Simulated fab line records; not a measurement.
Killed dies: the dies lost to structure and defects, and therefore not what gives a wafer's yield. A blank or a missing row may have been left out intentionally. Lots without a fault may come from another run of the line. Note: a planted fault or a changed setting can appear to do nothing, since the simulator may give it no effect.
Lot-split experiment + flow n5Finfet + route with 1938 steps; 7 lots, 21 wafers read

## THE SPLIT
At N5_BEOL_M2_ALD_98 (deposits SiO2, target thk 2.5 nm, pulse time 1 s, co reactant pulse time 1 s), the setting aldCycles was moved away from the recipe's 17 on 8 of the 21 wafers read, by -11.8% to +11.8%. All remaining wafers had this setting at the recipe value.

The split's own step is where the reading is taken.

## THE READING
SiO2_of_BEOL_M2_ALD_98.thkNm (the simulator's own value, which no gauge read), in nm, at N5_BEOL_M2_ALD_98 (deposits SiO2, target thk 2.5 nm, pulse time 1 s, co reactant pulse time 1 s). There is no usual value for it anywhere in the file. Average 2.6 nm, standard deviation 0.084 nm, over the 13 wafers here run with the recipe.

| wafer  | tool, chamber at the split | aldCycles as run | against the recipe | SiO2_of_BEOL_M2_ALD_98.thkNm, nm | against lot-mates on the recipe |
|--------|----------------------------|------------------|--------------------|----------------------------------|---------------------------------|
| L075.1 | aldSin-03, 2,3             | 17               | recipe             | 2.6                              | -                               |
| L075.4 | aldSin-03, 2,3             | 17               | recipe             | 2.6                              | -                               |
| L075.3 | aldSin-03, 1               | 16               | -5.9%              | 2.4                              | -0.2                            |
| L079.1 | aldSin-03, 1               | 17               | recipe             | 2.6                              | -                               |
| L079.2 | aldSin-03, 0               | 19               | +11.8%             | 2.8                              | +0.2                            |
| L079.5 | aldSin-03, 0               | 19               | +11.8%             | 2.8                              | +0.2                            |
| L082.1 | aldSin-01, 0,2,2           | 17               | recipe             | 2.6                              | -                               |
| L082.3 | aldSin-01, 0,2,2           | 17               | recipe             | 2.6                              | -                               |
| L082.5 | aldSin-01, 0,2,2           | 17               | recipe             | 2.6                              | -                               |
| L083.1 | aldSin-02, 0,2             | 17               | recipe             | 2.6                              | -                               |
| L083.4 | aldSin-02, 0,2             | 17               | recipe             | 2.6                              | -                               |
| L083.2 | aldSin-02, 1               | 15               | -11.8%             | 2.2                              | -0.4                            |
| L087.1 | aldSin-01, 3               | 16               | -5.9%              | 2.4                              | -0.2                            |
| L087.4 | aldSin-01, 1,2             | 17               | recipe             | 2.6                              | -                               |
| L087.6 | aldSin-01, 1,2             | 17               | recipe             | 2.6                              | -                               |
| L096.1 | aldSin-01, 0,2,3           | 15               | -11.8%             | 2.2                              | no lot-mate on the recipe       |
| L096.5 | aldSin-01, 0,2,3           | 15               | -11.8%             | 2.2                              | no lot-mate on the recipe       |
| L096.6 | aldSin-01, 0,2,3           | 15               | -11.8%             | 2.2                              | no lot-mate on the recipe       |
| L097.1 | aldSin-01, 0,1,0           | 17               | recipe             | 2.4                              | -                               |
| L097.5 | aldSin-01, 0,1,0           | 17               | recipe             | 2.4                              | -                               |
| L097.6 | aldSin-01, 0,1,0           | 17               | recipe             | 2.4                              | -                               |
If several chambers appear in one row, that row covers several wafers at once and the file leaves open which wafer was in which chamber.

FIT RESULTS
A straight line over all 21 wafers: SiO2_of_BEOL_M2_ALD_98.thkNm changes by +0.0264 nm for each +1% of aldCycles; r = +0.92; the points scatter about the line by 0.074 nm.
The same after taking each lot's own level away (the mean of its wafers on the recipe; 18 wafers): +0.0243 nm for each +1%; r = +0.96; scatter 0.04 nm.
Per that fit: largest aldCycles move, reading shift of 0.29 nm.
The span of the lots' own levels, 2.40 to 2.60 nm, comes to 2.4 times the standard deviation stated above.
Hence the lot-to-lot level has little effect on the slope; both slopes agree.
Check: with one of the wafers moved furthest among these (+11.8%) left out of the fit, the line predicts +0.296 nm for it against its lot-mates. Against them it came out at +0.2 nm.

## THE OTHER SPLITS THESE WAFERS WENT THROUGH
Before the reading, these wafers also passed through other splits. Each is held against what the fit with the lots' levels taken away leaves over:
| other split on the same wafers              | wafers away from the commonest value | r with SiO2_of_BEOL_M2_ALD_98.thkNm (lot level and that fit taken away) |
|---------------------------------------------|--------------------------------------|-------------------------------------------------------------------------|
| N5_GATE_CUT_COAT_07 spinRpm                 | 8                                    | -0.22                                                                   |
| N5_MOL_CONTACT_COAG_CONTACT_ETCH_14 sourceW | 12                                   | +0.17                                                                   |
| N5_MOL_CONTACT_COAG_ETCH_110 biasW          | 7                                    | -0.21                                                                   |
| N5_MOL_CONTACT_COAG_ALD_27 aldCycles        | 5                                    | +0.15                                                                   |
| N5_BEOL_M0_SAQP_EXPOSE_37 doseMj            | 3                                    | -0.01                                                                   |
| N5_BEOL_M1_ILD_DEP_00 timeS                 | 7                                    | -0.15                                                                   |
| N5_BEOL_M1_COAT_05 spinRpm                  | 7                                    | +0.32                                                                   |

## FILE'S OWN FIT
SiO2_of_BEOL_M2_ALD_98.thkNm changes by +0.0272 nm for each +1% of aldCycles, r = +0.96.
